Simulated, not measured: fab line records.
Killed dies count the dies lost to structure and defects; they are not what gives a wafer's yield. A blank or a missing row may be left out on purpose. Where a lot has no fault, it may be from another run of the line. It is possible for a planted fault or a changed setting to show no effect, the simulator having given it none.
Matching of chambers + flow nand_harc + NHARC_A_CONTACT_ETCH_77 on rie_diel-12: 4 sister chambers
The step etches the open film in CF4/CHF3, target depth 108.9 nm, time 54.5 s. 8 wafers are shown with their chamber, then 7 later ones without.

EACH WAFER AND ITS CHAMBER
| wafer  | chamber | rf_fwd_power_W (W) | run_length_s (s) |
|--------|---------|--------------------|------------------|
| L749.2 | 1       | 495.8              | 75.8             |
| L752.1 | 1       | 495.7              | 75.9             |
| L752.5 | 2       | 493.0              | 76.0             |
| L754.2 | 0       | 496.3              | 75.8             |
| L755.2 | 3       | 495.4              | 75.8             |
| L755.4 | 2       | 490.0              | 76.3             |
| L766.3 | 0       | 497.6              | 76.0             |
| L766.4 | 3       | 496.5              | 75.6             |

WAFERS MISSING THEIR CHAMBER
| wafer  | rf_fwd_power_W (W) | run_length_s (s) |
|--------|--------------------|------------------|
| L766.6 | 499.0              | 76.0             |
| L769.1 | 497.6              | 75.5             |
| L769.4 | 496.3              | 75.8             |
| L769.5 | 494.8              | 76.0             |
| L771.2 | 496.8              | 76.2             |
| L771.4 | 493.1              | 76.0             |
| L771.5 | 495.1              | 75.7             |

THE CHAMBER EACH PASSED THROUGH
| wafer  | from the rows above               | in truth |
|--------|-----------------------------------|----------|
| L766.6 | can't be placed: 0 or 1 or 3      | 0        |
| L769.1 | can't be placed: 3 or 0 or 1      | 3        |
| L769.4 | can't be placed: 1 or 3 or 0      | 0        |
| L769.5 | can't be placed: 1 or 0 or 3 or 2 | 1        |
| L771.2 | can't be placed: 0 or 1 or 3      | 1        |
| L771.4 | can't be placed: 2 or 1 or 3 or 0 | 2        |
| L771.5 | can't be placed: 3 or 1 or 0      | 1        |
Placed correctly: 0 of 7. Cannot be placed on the basis of these rows: 7; the candidates contain the true chamber in 7. Number placed wrongly: 0.
How it was worked out, from the rows above alone: a wafer's distance from a chamber is the root of the sum, over the readings, of the square of ((its reading less the chamber's mean) divided by the reading's scatter). If the next closest chamber is less than 2 further off than the closest, the wafer can't be placed; otherwise it belongs to the closest. The mean given for a chamber averages the wafers shown for that chamber. The scatter: take each reading less its chamber's mean, square it, sum over the shown wafers, divide by the number of wafers less the number of chambers, and take the root.
